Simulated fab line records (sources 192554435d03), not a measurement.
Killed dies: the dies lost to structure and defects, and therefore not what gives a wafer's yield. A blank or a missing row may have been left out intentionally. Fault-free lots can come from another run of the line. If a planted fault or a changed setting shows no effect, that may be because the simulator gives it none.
Struck lot and sound lot, side by side || flow n5 finfet || 25 steps out of a route of 1938
Sound: the wafers L830.4, L830.5, L830.6. Struck: wafer L827.1. (L827.6 of the same lot was not struck and is left out.) The cause comes at the end.
At each step with rows: each side's tool, then ch and its chambers, then its first start. Under that, the readings that differ: sound wafers || struck wafers || difference of the means || sigmas: that difference in standard deviations of wafers without a fault.
alike: words and numbers the same on both sides, and readings whose means are apart by under 2 such deviations; not compared: readings that were withheld, readings missing a value for some wafer, numbers with overlapping values and no deviation given by the record, and bounds like >300 which may hide the same value.
A row with sigmas, a row that says differs or no value, or rows on one side alone: a step with any of these is where the two part. Non-overlapping numbers with no deviation appear without sigmas and do not part them. A reading missing from all wafers of one side parts the sides only when that side holds two or more wafers.

first, 10 steps without rows for these wafers: N5_SD_EPI_N_PRECLEAN_24 (cleans in O3/DIW, time 60 s); N5_SD_EPI_N_SRD_25 (time 30 s); N5_SD_EPI_N_PRECLEAN_49 (cleans in NF3:NH3, afs cycles 1, time 20 s, sublimation time 60 s); N5_SD_EPI_N_LINER_46 (material SiNx, target thk 3 nm); N5_SD_EPI_P_COAT_34 (time 60 s, resist thk 350 nm); N5_SD_EPI_P_COAT_35 (time 60 s, resist thk 35 nm); N5_SD_EPI_P_COAT_03 (resist thk 150 nm); N5_SD_EPI_P_EBR_05; N5_SD_EPI_P_SOFTBAKE_04 (time 60 s); N5_SD_EPI_P_EXPOSE_06 (exposes mask SD P BLK, target cd 240 nm).
N5_SD_EPI_P_PEB_07: peb time 60 s.
  sound on litho track-05 ch 0, day 7 23:14; struck on litho track-02 ch 0, day 7 04:49
{"reading": "heater power total W (W)", "sound": "174.7 174.7 177.3", "struck": 192.8, "difference": "+17.2", "sigmas": "+10"}
then, 1 step without rows for these wafers: N5_SD_EPI_P_DEVELOP_08 (develop time 30 s).
N5_SD_EPI_P_CD_MEAS_09: target cd 240 nm.
  sound on cd sem-01 ch 0, day 7 23:17; struck on cd sem-02 ch 0, day 7 04:52
{"reading": "cd nm (nm)", "sound": "239.2 239.7 239.6", "struck": 233.8, "difference": -5.7, "sigmas": -8}
N5_SD_EPI_P_DESCUM_14: chemistry O2, time 7.9 s.
  sound on rie diel-03 ch 2,3, day 7 23:39; struck on rie diel-03 ch 2, day 7 04:58
{"reading": "model.SD_EPI_P.cd nm (nm)", "sound": "239.4 239.6 240", "struck": 233.8, "difference": -5.9, "sigmas": ""}
  alike: drypump motor current A, oes product au, rf vpp V, showerhead plenum p Torr, throttle valve pct
  not compared: rf hours counter h
then, 7 steps without rows for these wafers: N5_SD_EPI_P_ETCH_36 (etches SiARC in CF4, target depth 45.5 nm, time 75.8 s); N5_SD_EPI_P_ETCH_37 (etches SOC in N2/H2, overetch 108 nm, time 486 s); N5_SD_EPI_P_STRIP_38 (strips in N2/H2); N5_SD_EPI_P_ETCHBACK_46 (etches SiNx in CH3F/O2, stops on SiO2, target depth 17.5 nm); N5_SD_EPI_P_ETCH_47 (etches SiOCN in CH3F/O2, target depth 25 nm); N5_SD_EPI_P_ETCH_16 (etches SiO2 in CHF3/O2, target depth 5 nm); N5_SD_EPI_P_STRIP_50 (strips in CHF3/O2).
N5_SD_EPI_P_SD_RECESS_17: chemistry HBr/Cl2/O2, target depth 39.1 nm, bt time 3 s.
  sound on rie si-02 ch 0,3, day 8 00:20; struck on rie si-02 ch 0, day 7 05:39
{"reading": "model.SD_EPI_P.cd nm (nm)", "sound": "240.4 240.8 240.8", "struck": 234.8, "difference": -5.9, "sigmas": ""}
  alike: drypump motor current A, oes product au, throttle valve pct
  not compared: rf hours counter h
then, 1 step without rows for these wafers: N5_SD_EPI_P_WET_ETCH_45 (etches SiO2 in dHF, time 10.7 s, target depth 2 nm, rinse time 30 s).
-- record jumps: 4 days separate the struck wafers' starts on either side; left off in module SD_EPI_P, taken up again in module BEOL_M4, whose first shown step is the route's number 1111 --
N5_BEOL_M4_RC_MEAS_101:
  sound on prober-01 ch 0, day 12 22:23; struck on prober-01 ch 0, day 11 12:51
  alike: DIBL_N, DIBL_P, IOFF_N, IOFF_P, ION_N, ION_P, SS_N, SS_P, VT_N, VT_P
following that, these wafers have no rows for 1 step: N5_PASSIVATION_PROBE_49.

WHERE THEY PART
Earliest at N5_SD_EPI_P_PEB_07; latest, in this record, at N5_SD_EPI_P_CD_MEAS_09. Later steps at which nothing parts them and some readings are alike: N5_SD_EPI_P_DESCUM_14, N5_SD_EPI_P_SD_RECESS_17, N5_BEOL_M4_RC_MEAS_101.

WHY: the cause the simulator had injected
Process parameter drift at N5_SD_EPI_P_PEB_07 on litho track-02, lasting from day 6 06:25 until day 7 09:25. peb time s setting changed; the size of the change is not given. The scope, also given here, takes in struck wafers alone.
